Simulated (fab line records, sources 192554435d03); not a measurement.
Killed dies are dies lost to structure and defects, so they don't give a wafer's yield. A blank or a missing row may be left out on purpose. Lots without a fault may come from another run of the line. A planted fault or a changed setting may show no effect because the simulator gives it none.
A struck lot beside a sound one | flow n5_finfet | 16 steps out of a route of 1938
Sound: wafers L878.1, L878.2, L878.5. Struck: wafer L898.4. (L898.2, L898.6 of the same lot were not struck and are left out.) The cause comes at the end.
At each step with rows: each side's tool, then ch and its chambers, then its first start. Under that, the readings that differ: sound wafers | struck wafers | difference of the means | sigmas: that difference in standard deviations of wafers without a fault.
alike: readings whose means differ by less than 2 such deviations, and words and numbers that are the same on both sides. not compared: withheld readings, readings that some wafer has no value for, bounds like >300 that may hide the same value, and numbers for which the record gives no deviation and whose values overlap.
The two part at a step that has a row with sigmas, a row that says differs or no value, or rows on one side only. Numbers that don't overlap but have no deviation are shown without sigmas and don't part them. A reading that every wafer of one side lacks parts them only if that side has two wafers or more.

first, 1 step without rows for these wafers: N5_BEOL_M0_SAQP_STRIP_80 (strips in N2/H2).
N5_BEOL_M0_SAQP_HM_OPEN_112: chemistry CHF3/O2, target SiO2, stops on a-Si, target depth 12 nm, time 13.5 s.
  sound on rie_diel-04 ch 1,3, day 5 20:17; struck on rie_diel-04 ch 3, day 10 18:39
  alike: drypump_motor_current_A, oes_product_au, rf_vpp_V, showerhead_plenum_p_Torr, throttle_valve_pct
  not compared: rf_hours_counter_h
then, 1 step without rows for these wafers: N5_BEOL_M0_SAQP_STRIP_113 (strips in CHF3/O2).
N5_BEOL_M0_SAQP_MANDREL_ETCH_20: etches a-Si in HBr/Cl2, stops on SiNx, target depth 60 nm, bt time 10 s, time 30 s.
  sound on rie_si-02 ch 0,1,3, day 5 20:22; struck on rie_si-01 ch 2, day 10 18:44
  alike: drypump_motor_current_A, he_backside_leak_sccm, oes_product_au, throttle_valve_pct
  not compared: rf_hours_counter_h
N5_BEOL_M0_SAQP_STRIP_86: strips in N2/H2.
  sound on rie_diel-04 ch 0,2,3, day 5 20:28; struck on rie_diel-01 ch 3, day 10 18:50
  alike: drypump_motor_current_A, n2_flow_sccm, oes_product_au, rf_vpp_V, showerhead_plenum_p_Torr, throttle_valve_pct
  not compared: rf_hours_counter_h
then, 5 steps without rows for these wafers: N5_BEOL_M0_SAQP_STRIP_115 (strips in post etch residue remover, time 60 s); N5_BEOL_M0_SAQP_SRD_93 (time 30 s); N5_BEOL_M0_SAQP_RECESS_114 (chemistry HF/NH3, target SiO2, target depth 14.4 nm, afs cycles 3, sublimation time 60 s); N5_BEOL_M0_SAQP_SPACER1_ALD_98 (deposits SiO2, target thk 12.8 nm, pulse time 1 s, purge time 2 s); N5_BEOL_M0_SAQP_SPACER1_ETCHBACK_99 (etches SiO2 in CHF3/O2, target depth 15.4 nm, time 7.7 s).
N5_BEOL_M0_SAQP_MANDREL1_REMOVE_100: chemistry HBr/Cl2/O2, target a-Si, stops on SiNx, bt time 10 s.
  sound on rie_si-01 ch 2,3, day 5 21:33; struck on rie_si-02 ch 2, day 10 20:00
  reading               | sound             | struck | difference | sigmas
  oes_product_au (a.u.) | 0.993 1.002 0.991 | 1.027  | +0.032     | +2
  alike: drypump_motor_current_A, he_backside_leak_sccm, throttle_valve_pct
  not compared: rf_hours_counter_h
N5_BEOL_M0_SAQP_CD_MEAS_25: target cd 13.1 nm.
  sound on cd_sem-02 ch 0, day 5 21:40; struck on cd_sem-02 ch 0, day 10 20:07
  alike: cd_nm
N5_BEOL_M0_SAQP_ETCH_101: etches SiNx in CH3F/O2, target depth 29.9 nm, time 42.7 s.
  sound on rie_diel-01 ch 0,1,2, day 5 21:42; struck on rie_diel-01 ch 0, day 10 20:09
  reading                  | sound             | struck | difference | sigmas
  oes_product_au (a.u.)    | 0.76 0.86 0.74    | 1.09   | +0.30      | +5
  model.etch.depth_nm (nm) | 30.63 28.78 30.09 | 44.39  | +14.56     |
  alike: drypump_motor_current_A, rf_vpp_V, showerhead_plenum_p_Torr, throttle_valve_pct
  not compared: rf_hours_counter_h
N5_BEOL_M0_SAQP_ETCH_102: etches SiO2 in CF4, target depth 4 nm, time 4.4 s.
  sound on rie_si-02 ch 1,2,3, day 5 21:48; struck on rie_si-01 ch 3, day 10 20:16
  reading                | sound             | struck | difference | sigmas
  throttle_valve_pct (%) | 21.42 21.90 21.26 | 22.01  | +0.48      | +2
  alike: drypump_motor_current_A, he_backside_leak_sccm, oes_product_au
  not compared: rf_hours_counter_h
-- the record jumps here: 3 days lie between the struck wafers' starts before and after (it left off in module BEOL_M0_SAQP and takes up again in module BEOL_M4, whose first step shown is number 1111 of the route) --
N5_BEOL_M4_RC_MEAS_101:
  sound on prober-01 ch 0, day 8 14:40; struck on prober-02 ch 0, day 13 21:27
  reading       | sound          | struck | difference | sigmas
  DIBL_N (mV/V) | 36.8 40.1 36.4 | 32.3   | -5.5       | -2
  SS_N (mV/dec) | 72.7 75.4 71.4 | 70.8   | -2.4       | -3
  VT_P (mV)     | -251 -248 -247 | -259   | -10        | -3
  alike: DIBL_P, IOFF_N, IOFF_P, ION_N, ION_P, SS_P, VT_N
then, 1 step without rows for these wafers: N5_PASSIVATION_PROBE_49.

WHERE THEY PART
First at N5_BEOL_M0_SAQP_MANDREL1_REMOVE_100; last, within this record, at N5_BEOL_M4_RC_MEAS_101.

WHY: what the simulator had put in
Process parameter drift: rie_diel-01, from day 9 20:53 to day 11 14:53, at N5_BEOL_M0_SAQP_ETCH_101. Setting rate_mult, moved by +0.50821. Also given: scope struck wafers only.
